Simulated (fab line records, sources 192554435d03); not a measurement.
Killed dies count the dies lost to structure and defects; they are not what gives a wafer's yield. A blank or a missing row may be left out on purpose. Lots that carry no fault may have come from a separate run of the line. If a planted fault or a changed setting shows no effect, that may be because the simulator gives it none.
What tool caused it? ; flow n5-finfet ; Sampling: 12 lots, 34 wafers, 4 of 1938 route steps

WHAT EACH GAUGE READ, for each wafer
No reading from a measuring or inspecting step in the record can be judged against a usual standard deviation.

WHAT TOOL EACH LOT RAN ON (gives the tool, then ch and the chambers of the sampled wafers, and finally the start)
lot;N5_BEOL_M4_DEP_57;N5_BEOL_M5_CURE_79;N5_BEOL_M5_HM_DEP_02;N5_BEOL_M5_COAT_05
L474;pecvd-04 ch 0,1,2, day 7 14:20;uv-cure-03 ch 1, day 7 15:42;pvd-sputter-03, day 7 17:20;litho-track-01 ch 0, day 7 17:26
L475;pecvd-04 ch 1,2, day 8 06:04;uv-cure-02 ch 1, day 8 07:17;pvd-sputter-01, day 8 08:39;litho-track-01 ch 0, day 8 08:47
L479;pecvd-02 ch 1,2, day 9 02:23;uv-cure-02 ch 2, day 9 03:36;pvd-sputter-02, day 9 04:07;litho-track-02 ch 0, day 9 04:16
L481;pecvd-04 ch 1,2, day 9 09:01;uv-cure-01 ch 1, day 9 10:19;pvd-sputter-01, day 9 12:33;litho-track-03 ch 0, day 9 12:41
L482;pecvd-03 ch 1,2, day 10 02:57;uv-cure-03 ch 2, day 10 04:07;pvd-sputter-01, day 10 06:01;litho-track-01 ch 0, day 10 06:09
L484;pecvd-02 ch 0,1, day 10 05:08;uv-cure-01 ch 0, day 10 06:17;pvd-sputter-03, day 10 09:10;litho-track-03 ch 0, day 10 09:19
L486;pecvd-02 ch 1,2, day 11 05:22;uv-cure-03 ch 0, day 11 06:30;pvd-sputter-03, day 11 07:53;litho-track-01 ch 0, day 11 08:01
L492;pecvd-04 ch 1,2, day 12 09:55;uv-cure-02 ch 1, day 12 11:05;pvd-sputter-03, day 12 12:15;litho-track-01 ch 0, day 12 12:23
L493;pecvd-04 ch 1,2, day 12 12:34;uv-cure-01 ch 2, day 12 13:49;pvd-sputter-03, day 12 15:56;litho-track-02 ch 0, day 12 16:04
L494;pecvd-03 ch 1,2, day 12 17:11;uv-cure-03 ch 1, day 12 18:19;pvd-sputter-01, day 12 19:20;litho-track-03 ch 0, day 12 19:28
L495;pecvd-03 ch 1,2, day 13 12:31;uv-cure-02 ch 0, day 13 13:39;pvd-sputter-02, day 13 14:16;litho-track-03 ch 0, day 13 14:23
L496;pecvd-03 ch 0,1,2, day 13 17:55;uv-cure-02 ch 1, day 13 19:04;pvd-sputter-03, day 13 20:27;litho-track-03 ch 0, day 13 20:36
- N5_BEOL_M4_DEP_57: deposits SiCN from 3MS/NH3, target thk 8 nm, time 14 s.
- N5_BEOL_M5_CURE_79: cures SiCOH lowk, time 240 s.
- N5_BEOL_M5_HM_DEP_02: deposits TiN, target thk 20 nm.
- N5_BEOL_M5_COAT_05: resist thk 30 nm.

WHAT THE TOOLS THEMSELVES READ (means of the sampled wafers that have a number; where no wafer has one, the mark that the record gives instead)
N5_BEOL_M4_DEP_57. Usual: rf-fwd-power-W 199.3 W, standard deviation 0.74; showerhead-plenum-p-Torr 3.662 Torr, standard deviation 0.01; throttle-valve-pct 9.0 %, standard deviation 0.45.
lot;tool;rf-fwd-power-W (W);showerhead-plenum-p-Torr (Torr);throttle-valve-pct (%);flag
L474;pecvd-04;199.4;3.666;9.2;
L475;pecvd-04;199.5;3.662;9.2;
L479;pecvd-02;199.5;3.660;9.0;
L481;pecvd-04;198.6;3.652;9.4;
L482;pecvd-03;200.2;3.669;8.7;
L484;pecvd-02;199.5;3.661;8.9;
L486;pecvd-02;199.0;3.654;9.0;
L492;pecvd-04;199.1;3.656;9.2;
L493;pecvd-04;198.9;3.662;9.3;
L494;pecvd-03;199.3;3.669;8.7;
L495;pecvd-03;199.1;3.667;8.7;
L496;pecvd-03;199.7;3.666;9.2;

N5_BEOL_M5_CURE_79. Usual: lamp-power-pct 52.31 %, standard deviation 0.056; wafer_temp_C_max 386.5, standard deviation 0.54.
lot;tool;lamp-power-pct (%);wafer_temp_C_max;flag
L474;uv-cure-03;52.30;386.7;
L475;uv-cure-02;52.31;386.2;
L479;uv-cure-02;52.33;385.9;
L481;uv-cure-01;52.32;386.2;
L482;uv-cure-03;52.25;387.5;
L484;uv-cure-01;52.28;386.8;
L486;uv-cure-03;52.34;386.5;
L492;uv-cure-02;52.42;386.4;
L493;uv-cure-01;52.28;387.0;
L494;uv-cure-03;52.26;387.6;
L495;uv-cure-02;52.31;385.9;
L496;uv-cure-02;52.28;386.4;

N5_BEOL_M5_HM_DEP_02. Usual: chamber-pressure-pa 0.5000 Pa, standard deviation 0.001; substrate-temp-c 24.98 C, standard deviation 0.12; throttle-valve-pct 29.8 %, standard deviation 1.2.
lot;tool;chamber-pressure-pa (Pa);substrate-temp-c (C);throttle-valve-pct (%);flag
L474;pvd-sputter-03;0.4986;24.90;30.6;
L475;pvd-sputter-01;0.5002;24.89;29.0;
L479;pvd-sputter-02;0.4994;25.04;29.6;
L481;pvd-sputter-01;0.4999;24.97;30.0;
L482;pvd-sputter-01;0.5000;24.96;28.9;
L484;pvd-sputter-03;0.4998;25.10;30.0;
L486;pvd-sputter-03;0.4996;24.96;30.6;
L492;pvd-sputter-03;0.5000;24.97;30.5;
L493;pvd-sputter-03;0.4982;25.03;30.5;
L494;pvd-sputter-01;0.4991;24.95;27.9;
L495;pvd-sputter-02;0.5000;25.12;30.1;
L496;pvd-sputter-03;0.5008;24.96;30.7;

N5_BEOL_M5_COAT_05. Usual: spin-speed-rpm at 1500.0 rpm, with a standard deviation of 1.2.
lot;tool;spin-speed-rpm (rpm);flag
L474;litho-track-01;1500.1;
L475;litho-track-01;1499.4;
L479;litho-track-02;1498.7;
L481;litho-track-03;1277.8;OFF
L482;litho-track-01;1501.1;
L484;litho-track-03;1277.0;OFF
L486;litho-track-01;1499.2;
L492;litho-track-01;1498.9;
L493;litho-track-02;1499.9;
L494;litho-track-03;1500.1;
L495;litho-track-03;1500.2;
L496;litho-track-03;1500.9;

THE ANSWER, worked out from the rows above alone
Rule: lot off if the mean of its wafers having a number is beyond 3 standard deviations from the usual mean. Also off: a lot with no number at a reading for which 4 or more lots have one. All remaining lots with rows at the step are treated as sound. After the gauges, taken in route order, come the tools' own readings; for these a lot's mean is taken, as printed above. The first step at which some lot is off is used, and at that step the reading that is off furthest; a lot without a number counts as furthest.
Off, at N5_BEOL_M5_COAT_05 on spin-speed-rpm: L481, L484.
A tool fits if, at that step or a process step before it, it ran every lot that is off, and no sound lot after the first of them. No candidate that was tried fits.

WHAT HAD BEEN PUT IN BY THE SIMULATOR
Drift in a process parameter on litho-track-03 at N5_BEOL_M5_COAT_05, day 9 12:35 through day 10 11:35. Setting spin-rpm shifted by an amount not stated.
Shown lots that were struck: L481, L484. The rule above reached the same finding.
